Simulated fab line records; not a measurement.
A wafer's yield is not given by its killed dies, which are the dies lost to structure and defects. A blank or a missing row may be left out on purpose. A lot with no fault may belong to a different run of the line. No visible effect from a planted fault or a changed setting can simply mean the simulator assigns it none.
fab line records	flow nand-harc
[record] lots = 24	wafers = 72	last-day = 34
route steps=1302 shown P_GATE@209 P_CONTACT@218 P_M1@306 P_M2@328
lots with no fault: from the same line, run without faults
start-h: the number of hours between the record's first day and the start of the first shown wafer of the lot	wait-h: hours from the lot's prior step to this one	" the same as in the row above	L1.1+2: several wafers, shown together as one row	- value missing, or start not given	* or withheld: withheld	< > ~ a bound
route shown NAME@n: names a module that has steps shown in the file, with the first one's number in the route	usual: the fault-free wafers' mean and standard deviation	same: alike in all rows	chamber/n: place in a boat	sites: each site's reading	_std_site: the standard deviation of these	_edge_site: mean of outer sites minus mean of inner sites	radius-mm: for every site, how far away it sits from the centre of the wafer	mask NAME#n: copy n	behind: the most recent tool/chamber to have shaped the wafer	hold: the reason the lot was held/the length of the hold in hours/how it ended	device: the transistor (n, p or np) that didn't switch	end of line: the route-end tests of the same wafers	a step with no rows: only its recipe	killed: dies lost to structure and defects at the first sort, not the wafer's yield	map: shows each die of a wafer: x if killed, . if not, _ if none is there
set.NAME: the setting that was run; set.NAME@STEP: the one run at that earlier step	model.NAME: the simulator's own value behind a step, which no gauge read
the route's steps for a sample of lots (tables are steps, rows are wafers)
services: the hour from which a tool's chamber was out of use, counted from the record's first day as start-h (under 0 if before that day), plus the number of hours and why
[[steps]]
[step NHARC_P_GATE_DEGAS_109]
[recipe] temp-c = 300	time-s = 60
[usual] heater-power-w = 491/61
lot.wafer	tool	chamber	start-h	wait-h	heater-power-w
L074.2	pvd-sputter-02	-	120.49	0.1	550
L074.4	"	-	"	"	449
L074.6	"	-	"	"	450
L075.4	pvd-sputter-01	-	120.67	0.1	442
L075.2	"	-	"	"	476
L075.6	"	-	"	"	420
L076.4	pvd-sputter-01	-	132.09	0.1	454
L076.1	"	-	"	"	611
L076.3	"	-	"	"	568
L077.4	pvd-sputter-02	-	145.23	0.1	444
L077.2	"	-	"	"	563
L077.1	"	-	"	"	456
L078.1	pvd-sputter-01	-	155.16	0.1	602
L078.4	"	-	"	"	562
L078.6	"	-	"	"	618
L079.1	pvd-sputter-02	-	164.14	0.1	437
L079.2	"	-	"	"	536
L079.6	"	-	"	"	467
L080.1	pvd-sputter-02	-	179.63	0.1	547
L080.4	"	-	"	"	451
L080.6	"	-	"	"	550
L081.4	pvd-sputter-01	-	188.47	0.1	432
L081.2	"	-	"	"	614
L081.6	"	-	"	"	444
L082.4	pvd-sputter-02	-	194.79	0.1	460
L082.1	"	-	"	"	444
L082.5	"	-	"	"	526
L083.2	pvd-sputter-03	-	219.09	0.1	529
L083.1	"	-	"	"	443
L083.5	"	-	"	"	399
L084.1	pvd-sputter-03	-	223.03	0.1	529
L084.2	"	-	"	"	526
L084.6	"	-	"	"	533
L085.1	pvd-sputter-01	-	227.30	0.1	613
L085.2	"	-	"	"	437
L085.5	"	-	"	"	465
L086.1	pvd-sputter-03	-	238.09	0.1	527
L086.4	"	-	"	"	463
L086.5	"	-	"	"	455
L087.1	pvd-sputter-03	-	246.46	0.1	394
L087.2	"	-	"	"	518
L087.6	"	-	"	"	535
L088.2	pvd-sputter-03	-	258.79	0.1	530
L088.4	"	-	"	"	459
L088.6	"	-	"	"	525
L089.1	pvd-sputter-03	-	269.52	0.1	393
L089.3	"	-	"	"	529
L089.6	"	-	"	"	444
L090.3	pvd-sputter-03	-	279.21	0.1	405
L090.1	"	-	"	"	527
L090.6	"	-	"	"	406
L091.1	pvd-sputter-03	-	285.31	0.1	448
L091.4	"	-	"	"	536
L091.6	"	-	"	"	400
L092.4	pvd-sputter-01	-	304.40	0.1	425
L092.3	"	-	"	"	595
L092.6	"	-	"	"	416
L093.3	pvd-sputter-02	-	311.82	0.1	535
L093.4	"	-	"	"	453
L093.1	"	-	"	"	467
L094.3	pvd-sputter-02	-	317.56	0.1	451
L094.5	"	-	"	"	531
L094.6	"	-	"	"	445
L095.2	pvd-sputter-03	-	327.47	0.1	521
L095.3	"	-	"	"	553
L095.1	"	-	"	"	394
L096.4	pvd-sputter-01	-	334.38	0.1	599
L096.2	"	-	"	"	478
L096.6	"	-	"	"	593
L097.4	pvd-sputter-02	-	347.22	0.1	470
L097.5	"	-	"	"	475
L097.6	"	-	"	"	530
[step NHARC_P_GATE_RTA_80]
[recipe] temp-c = 300	time-s = 30
[usual] lamp-power-pct = 1.89/0.13	wafer_temp_C_max = 301.0/0.35
lot.wafer	tool	chamber	start-h	wait-h	lamp-power-pct	wafer_temp_C_max
L074.2	rtp-anneal-01	0	120.98	-	2.01	300.9
L074.4	"	0	"	"	2.01	301.7
L074.6	"	0	"	"	2.01	301.2
L075.2	rtp-anneal-02	0	121.05	-	1.75	300.6
L075.4	"	0	"	"	1.75	300.7
L075.6	"	0	"	"	1.75	301.0
L076.1	rtp-anneal-01	0	132.40	-	2.01	301.5
L076.3	"	0	"	"	2.00	301.1
L076.4	"	0	"	"	2.00	301.3
L077.1	rtp-anneal-01	0	145.52	-	2.01	301.2
L077.2	"	0	"	"	2.01	301.4
L077.4	"	0	"	"	2.01	301.1
L078.1	rtp-anneal-02	0	155.45	-	1.74	301.1
L078.4	"	0	"	"	1.75	300.6
L078.6	"	0	"	"	1.75	300.8
L079.1	rtp-anneal-02	0	164.44	-	1.75	300.7
L079.2	"	0	"	"	1.75	300.7
L079.6	"	0	"	"	1.75	300.7
L080.1	rtp-anneal-01	0	179.92	-	2.01	300.7
L080.4	"	0	"	"	2.01	301.2
L080.6	"	0	"	"	2.01	301.0
L081.2	rtp-anneal-01	0	188.80	-	2.01	300.9
L081.4	"	0	"	"	2.01	301.2
L081.6	"	0	"	"	2.01	301.7
L082.1	rtp-anneal-01	0	195.08	-	2.01	301.0
L082.4	"	0	"	"	2.01	301.2
L082.5	"	0	"	"	2.00	301.7
L083.1	rtp-anneal-01	0	219.39	-	2.01	301.1
L083.2	"	0	"	"	2.01	301.3
L083.5	"	0	"	"	2.01	301.4
L084.1	rtp-anneal-01	0	223.33	-	2.00	301.3
L084.2	"	0	"	"	2.01	301.2
L084.6	"	0	"	"	2.01	301.1
L085.1	rtp-anneal-02	0	227.59	-	1.75	301.1
L085.2	"	0	"	"	1.75	300.7
L085.5	"	0	"	"	1.74	300.7
L086.1	rtp-anneal-02	0	238.39	-	1.75	300.9
L086.4	"	0	"	"	1.75	300.9
L086.5	"	0	"	"	1.75	300.7
L087.1	rtp-anneal-02	0	246.76	-	1.75	300.6
L087.2	"	0	"	"	1.75	300.5
L087.6	"	0	"	"	1.75	300.3
L088.2	rtp-anneal-01	0	259.11	-	2.01	300.5
L088.4	"	0	"	"	2.01	301.2
L088.6	"	0	"	"	2.01	301.1
L089.1	rtp-anneal-01	0	269.81	-	2.01	301.2
L089.3	"	0	"	"	2.01	301.3
L089.6	"	0	"	"	2.01	301.5
L090.1	rtp-anneal-02	0	279.74	-	1.75	300.3
L090.3	"	0	"	"	1.75	300.9
L090.6	"	0	"	"	1.75	300.9
L091.1	rtp-anneal-01	0	285.59	-	2.01	300.5
L091.4	"	0	"	"	2.01	300.7
L091.6	"	0	"	"	2.01	301.1
L092.3	rtp-anneal-02	0	304.76	-	1.75	301.2
L092.4	"	0	"	"	1.75	300.9
L092.6	"	0	"	"	1.75	300.8
L093.1	rtp-anneal-02	0	312.11	-	1.75	300.8
L093.3	"	0	"	"	1.75	300.6
L093.4	"	0	"	"	1.75	300.7
L094.3	rtp-anneal-01	0	317.91	-	2.00	301.2
L094.5	"	0	"	"	2.01	300.9
L094.6	"	0	"	"	2.01	302.0
L095.1	rtp-anneal-01	0	327.76	-	2.01	301.5
L095.2	"	0	"	"	2.00	301.7
L095.3	"	0	"	"	2.01	301.6
L096.2	rtp-anneal-02	0	334.72	-	1.75	300.7
L096.4	"	0	"	"	1.75	300.8
L096.6	"	0	"	"	1.74	300.7
L097.4	rtp-anneal-02	0	347.58	-	1.75	300.7
L097.5	"	0	"	"	1.75	300.8
L097.6	"	0	"	"	1.74	301.3
[step NHARC_P_CONTACT_DEP_00]
[recipe] target-thk-a = 5000	temp-c = 400	pressure-torr = 6.5	rf-w = 900	teos-flow-sccm = 161.4	flow-sccm = 2650	target-thk-nm = 500	gas = O2	material = SiO2
[usual] heater-power-outer-w = 316/50	heater-power-w = 579/84	throttle-valve-pct = 16.0/0.49
lot.wafer	tool	chamber	start-h	wait-h	heater-power-outer-w	heater-power-w	throttle-valve-pct
L075.2	pecvd-04	2	-	-	393	653	16.5
L075.4	"	2	"	"	395	680	16.4
L075.6	"	0	"	"	275	524	16.0
L074.2	pecvd-03	2	-	-	295	605	16.0
L074.4	"	1	"	"	293	525	15.5
L074.6	"	2	"	"	320	601	16.0
L076.3	pecvd-03	1	-	-	366	612	15.2
L076.1	"	2	"	"	329	627	16.2
L076.4	"	2	"	"	221	488	16.1
L077.2	pecvd-01	2	-	-	304	540	15.7
L077.1	"	1	"	"	319	531	14.9
L077.4	"	1	"	"	332	558	15.1
L078.1	pecvd-01	1	-	-	254	459	14.5
L078.6	"	1	"	"	283	494	14.7
L078.4	"	0	"	"	360	702	16.2
L079.2	pecvd-03	2	-	-	251	530	16.0
L079.1	"	0	"	"	325	603	16.4
L079.6	"	2	"	"	282	565	16.2
L080.1	pecvd-03	1	-	-	360	587	15.3
L080.4	"	2	"	"	324	649	16.2
L080.6	"	1	"	"	365	579	15.8
L081.2	pecvd-04	0	-	-	290	522	15.9
L081.6	"	1	"	"	250	475	16.2
L081.4	"	2	"	"	360	618	16.3
L082.1	pecvd-01	2	-	-	307	550	15.7
L082.5	"	1	"	"	288	494	14.8
L082.4	"	2	"	"	208	413	15.9
L083.2	pecvd-04	2	-	-	395	677	16.4
L083.1	"	1	"	"	216	423	16.3
L083.5	"	2	"	"	408	683	16.6
L084.1	pecvd-01	0	-	-	311	616	16.4
L084.2	"	1	"	"	283	499	14.7
L084.6	"	1	"	"	298	528	14.8
L085.1	pecvd-01	2	-	-	288	524	16.0
L085.2	"	1	"	"	281	494	15.2
L085.5	"	0	"	"	307	648	16.3
L086.1	pecvd-03	1	-	-	263	464	16.1
L086.5	"	2	"	"	336	651	15.7
L086.4	"	0	"	"	399	740	16.1
L087.1	pecvd-04	0	-	-	304	549	16.4
L087.2	"	1	"	"	225	431	16.5
L087.6	"	2	"	"	291	526	16.6
L088.2	pecvd-03	1	-	-	346	567	16.3
L088.4	"	0	"	"	418	756	16.3
L088.6	"	1	"	"	345	575	15.8
L089.3	pecvd-03	2	-	-	306	619	15.7
L089.1	"	0	"	"	373	688	16.1
L089.6	"	2	"	"	324	640	15.8
L090.3	pecvd-03	2	-	-	348	656	15.8
L090.1	"	0	"	"	402	721	16.4
L090.6	"	1	"	"	303	518	16.3
L091.1	pecvd-01	2	-	-	286	511	15.9
L091.4	"	0	"	"	328	651	16.6
L091.6	"	1	"	"	239	442	15.1
L092.3	pecvd-01	1	-	-	313	543	15.3
L092.4	"	1	"	"	338	563	15.2
L092.6	"	2	"	"	287	521	15.8
L093.3	pecvd-03	1	-	-	332	546	16.2
L093.1	"	2	"	"	246	529	15.9
L093.4	"	0	"	"	390	700	16.5
L094.3	pecvd-04	1	-	-	314	570	16.3
L094.5	"	1	"	"	332	560	16.1
L094.6	"	2	"	"	348	607	16.9
L095.2	pecvd-03	2	-	-	296	604	15.7
L095.1	"	0	"	"	353	657	16.6
L095.3	"	1	"	"	348	562	16.1
L096.2	pecvd-01	0	-	-	371	701	15.6
L096.4	"	2	"	"	240	461	16.1
L096.6	"	1	"	"	330	565	14.9
L097.4	pecvd-03	1	-	-	310	519	16.6
L097.5	"	2	"	"	305	610	16.1
L097.6	"	0	"	"	418	769	16.4
[step NHARC_P_CONTACT_DEGAS_38]
[recipe] temp-c = 300	time-s = 60
[usual] heater-power-w = 490/62
lot.wafer	tool	chamber	start-h	wait-h	heater-power-w
L074.2	pvd-sputter-03	-	124.88	-	453
L074.4	"	-	"	"	401
L074.6	"	-	"	"	447
L075.2	pvd-sputter-02	-	125.06	-	549
L075.4	"	-	"	"	455
L075.6	"	-	"	"	446
L076.1	pvd-sputter-01	-	136.44	-	565
L076.4	"	-	"	"	428
L076.3	"	-	"	"	459
L077.2	pvd-sputter-03	-	149.42	-	542
L077.1	"	-	"	"	394
L077.4	"	-	"	"	557
L078.4	pvd-sputter-02	-	159.38	-	459
L078.1	"	-	"	"	532
L078.6	"	-	"	"	461
L079.2	pvd-sputter-03	-	168.54	-	450
L079.1	"	-	"	"	530
L079.6	"	-	"	"	411
L080.4	pvd-sputter-02	-	183.96	-	538
L080.1	"	-	"	"	473
L080.6	"	-	"	"	550
L081.2	pvd-sputter-01	-	192.83	-	456
L081.4	"	-	"	"	564
L081.6	"	-	"	"	463
L082.1	pvd-sputter-03	-	198.99	-	400
L082.4	"	-	"	"	540
L082.5	"	-	"	"	400
L083.1	pvd-sputter-01	-	223.49	-	572
L083.2	"	-	"	"	613
L083.5	"	-	"	"	439
L084.1	pvd-sputter-03	-	227.43	-	389
L084.2	"	-	"	"	538
L084.6	"	-	"	"	397
L085.2	pvd-sputter-01	-	231.84	-	632
L085.1	"	-	"	"	567
L085.5	"	-	"	"	421
L086.4	pvd-sputter-03	-	242.43	-	459
L086.1	"	-	"	"	398
L086.5	"	-	"	"	538
L087.2	pvd-sputter-02	-	251.26	-	464
L087.1	"	-	"	"	535
L087.6	"	-	"	"	447
L088.4	pvd-sputter-03	-	263.11	-	531
L088.2	"	-	"	"	544
L088.6	"	-	"	"	400
L089.3	pvd-sputter-03	-	273.78	-	526
L089.1	"	-	"	"	402
L089.6	"	-	"	"	540
L090.3	pvd-sputter-03	-	283.80	-	526
L090.1	"	-	"	"	532
L090.6	"	-	"	"	394
L091.1	pvd-sputter-01	-	289.58	-	427
L091.4	"	-	"	"	459
L091.6	"	-	"	"	603
L092.3	pvd-sputter-02	-	308.79	-	439
L092.4	"	-	"	"	469
L092.6	"	-	"	"	462
L093.1	pvd-sputter-03	-	316.14	-	441
L093.4	"	-	"	"	518
L093.3	"	-	"	"	401
L094.3	pvd-sputter-02	-	322.02	-	476
L094.6	"	-	"	"	542
L094.5	"	-	"	"	444
L095.1	pvd-sputter-01	-	331.79	-	467
L095.3	"	-	"	"	584
L095.2	"	-	"	"	428
L096.4	pvd-sputter-03	-	338.76	-	441
L096.2	"	-	"	"	525
L096.6	"	-	"	"	541
L097.4	pvd-sputter-02	-	351.53	-	469
L097.5	"	-	"	"	475
L097.6	"	-	"	"	482
[step NHARC_P_M1_PRE_CLEAN_30]
[recipe] time-s = 30	temp-c = 280	gas = H2/He
[usual] heater-power-w = 424/47
lot.wafer	tool	chamber	start-h	wait-h	heater-power-w
L074.4	pvd-sputter-02	-	-	-	475
L074.2	"	-	"	"	393
L074.6	"	-	"	"	474
L075.2	pvd-sputter-01	-	-	-	502
L075.4	"	-	"	"	397
L075.6	"	-	"	"	367
L076.1	pvd-sputter-02	-	-	-	398
L076.3	"	-	"	"	390
L076.4	"	-	"	"	473
L077.2	pvd-sputter-03	-	-	-	396
L077.1	"	-	"	"	484
L077.4	"	-	"	"	348
L078.4	pvd-sputter-02	-	-	-	419
L078.1	"	-	"	"	481
L078.6	"	-	"	"	400
L079.1	pvd-sputter-02	-	-	-	393
L079.2	"	-	"	"	395
L079.6	"	-	"	"	402
L080.1	pvd-sputter-02	-	-	-	474
L080.4	"	-	"	"	397
L080.6	"	-	"	"	394
L081.2	pvd-sputter-01	-	-	-	497
L081.4	"	-	"	"	388
L081.6	"	-	"	"	496
L082.4	pvd-sputter-02	-	-	-	399
L082.1	"	-	"	"	389
L082.5	"	-	"	"	391
L083.1	pvd-sputter-02	-	-	-	398
L083.2	"	-	"	"	403
L083.5	"	-	"	"	405
L084.2	pvd-sputter-01	-	-	-	412
L084.1	"	-	"	"	499
L084.6	"	-	"	"	381
L085.1	pvd-sputter-03	-	-	-	346
L085.2	"	-	"	"	398
L085.5	"	-	"	"	463
L086.4	pvd-sputter-02	-	-	-	393
L086.1	"	-	"	"	406
L086.5	"	-	"	"	464
L087.1	pvd-sputter-02	-	-	-	465
L087.2	"	-	"	"	389
L087.6	"	-	"	"	472
L088.2	pvd-sputter-03	-	-	-	469
L088.4	"	-	"	"	391
L088.6	"	-	"	"	470
L089.3	pvd-sputter-02	-	-	-	395
L089.1	"	-	"	"	473
L089.6	"	-	"	"	394
L090.1	pvd-sputter-03	-	-	-	335
L090.3	"	-	"	"	396
L090.6	"	-	"	"	465
L091.1	pvd-sputter-02	-	-	-	405
L091.4	"	-	"	"	468
L091.6	"	-	"	"	411
L092.4	pvd-sputter-02	-	-	-	465
L092.3	"	-	"	"	417
L092.6	"	-	"	"	402
L093.1	pvd-sputter-03	-	-	-	393
L093.3	"	-	"	"	467
L093.4	"	-	"	"	350
L094.3	pvd-sputter-02	-	-	-	422
L094.6	"	-	"	"	415
L094.5	"	-	"	"	465
L095.3	pvd-sputter-01	-	-	-	376
L095.1	"	-	"	"	415
L095.2	"	-	"	"	527
L096.2	pvd-sputter-03	-	-	-	350
L096.4	"	-	"	"	390
L096.6	"	-	"	"	462
L097.4	pvd-sputter-03	-	-	-	344
L097.5	"	-	"	"	382
L097.6	"	-	"	"	498
[step NHARC_P_M2_CD_MEAS_09]
[recipe] target-cd-nm = 170	landing-energy-ev = 500
[usual] cd-nm = 170.2/0.47
lot.wafer	tool	chamber	start-h	wait-h	cd-nm
L074.2	cd-sem-02	0	135.18	-	170.2
L074.4	"	0	"	"	169.4
L074.6	"	0	"	"	169.7
L075.2	cd-sem-01	0	135.52	-	170.6
L075.4	"	0	"	"	170.3
L075.6	"	0	"	"	170.2
L076.1	cd-sem-02	0	147.12	-	170.0
L076.3	"	0	"	"	170.7
L076.4	"	0	"	"	170.1
L077.1	cd-sem-01	0	160.19	-	170.5
L077.2	"	0	"	"	169.6
L077.4	"	0	"	"	170.3
L078.1	cd-sem-01	0	171.43	-	170.4
L078.4	"	0	"	"	170.1
L078.6	"	0	"	"	170.4
L079.1	cd-sem-03	0	179.14	-	170.1
L079.2	"	0	"	"	170.1
L079.6	"	0	"	"	170.6
L080.1	cd-sem-01	0	194.68	-	170.4
L080.4	"	0	"	"	170.4
L080.6	"	0	"	"	169.8
L081.2	cd-sem-03	0	203.22	-	170.2
L081.4	"	0	"	"	170.4
L081.6	"	0	"	"	170.4
L082.1	cd-sem-02	0	209.44	-	170.3
L082.4	"	0	"	"	170.0
L082.5	"	0	"	"	169.7
L083.1	cd-sem-01	0	234.07	-	170.4
L083.2	"	0	"	"	169.5
L083.5	"	0	"	"	170.1
L084.1	cd-sem-03	0	238.03	-	170.5
L084.2	"	0	"	"	170.9
L084.6	"	0	"	"	170.8
L085.1	cd-sem-03	0	242.47	-	170.5
L085.2	"	0	"	"	170.2
L085.5	"	0	"	"	170.8
L086.1	cd-sem-03	0	252.99	-	169.6
L086.4	"	0	"	"	169.5
L086.5	"	0	"	"	169.2
L087.1	cd-sem-02	0	261.81	-	169.8
L087.2	"	0	"	"	170.1
L087.6	"	0	"	"	170.0
L088.2	cd-sem-01	0	273.83	-	169.2
L088.4	"	0	"	"	169.2
L088.6	"	0	"	"	169.7
L089.1	cd-sem-01	0	284.24	-	169.4
L089.3	"	0	"	"	169.7
L089.6	"	0	"	"	169.2
L090.1	cd-sem-02	0	294.59	-	171.3
L090.3	"	0	"	"	171.0
L090.6	"	0	"	"	171.0
L091.1	cd-sem-01	0	300.18	-	169.5
L091.4	"	0	"	"	170.1
L091.6	"	0	"	"	170.8
L092.3	cd-sem-03	0	319.46	-	169.5
L092.4	"	0	"	"	170.0
L092.6	"	0	"	"	170.2
L093.1	cd-sem-02	0	326.74	-	170.0
L093.3	"	0	"	"	170.1
L093.4	"	0	"	"	169.9
L094.3	cd-sem-03	0	332.55	-	170.6
L094.5	"	0	"	"	170.4
L094.6	"	0	"	"	170.7
L095.1	cd-sem-02	0	343.01	-	170.4
L095.2	"	0	"	"	169.9
L095.3	"	0	"	"	169.8
L096.2	cd-sem-01	0	350.98	-	170.2
L096.4	"	0	"	"	169.7
L096.6	"	0	"	"	170.3
L097.4	cd-sem-01	0	362.05	-	169.6
L097.5	"	0	"	"	170.2
L097.6	"	0	"	"	169.7
[[services]]
tool	chamber	start-h	hours	kind
pvd-sputter-01	-	98.16	1.1	repair
pvd-sputter-02	-	104.65	10.0	pm
pecvd-04	2	112.61	3.7	repair
pvd-sputter-03	-	118.72	5.7	repair
pecvd-01	-	130.00	13.0	pm
pvd-sputter-03	-	130.04	2.8	repair
pecvd-03	-	142.99	4.5	repair
pvd-sputter-03	-	145.11	1.6	repair
pecvd-04	0	149.73	5.7	repair
pvd-sputter-03	-	170.01	10.0	pm
pecvd-03	-	185.04	13.0	pm
pecvd-04	-	242.76	3.0	repair
pvd-sputter-01	-	247.91	10.0	pm
pvd-sputter-03	-	260.60	0.8	repair
pvd-sputter-01	-	264.85	1.9	repair
pecvd-04	-	269.26	13.0	pm
pvd-sputter-02	-	282.65	10.0	pm
pecvd-04	-	288.88	0.5	repair
pecvd-01	-	311.00	13.0	pm
pvd-sputter-01	-	317.25	7.8	repair
pecvd-04	2	326.60	9.6	repair
pecvd-03	-	331.71	3.2	repair
pecvd-01	2	347.48	6.3	repair
pvd-sputter-03	-	348.05	10.0	pm
[[key]]
fault none
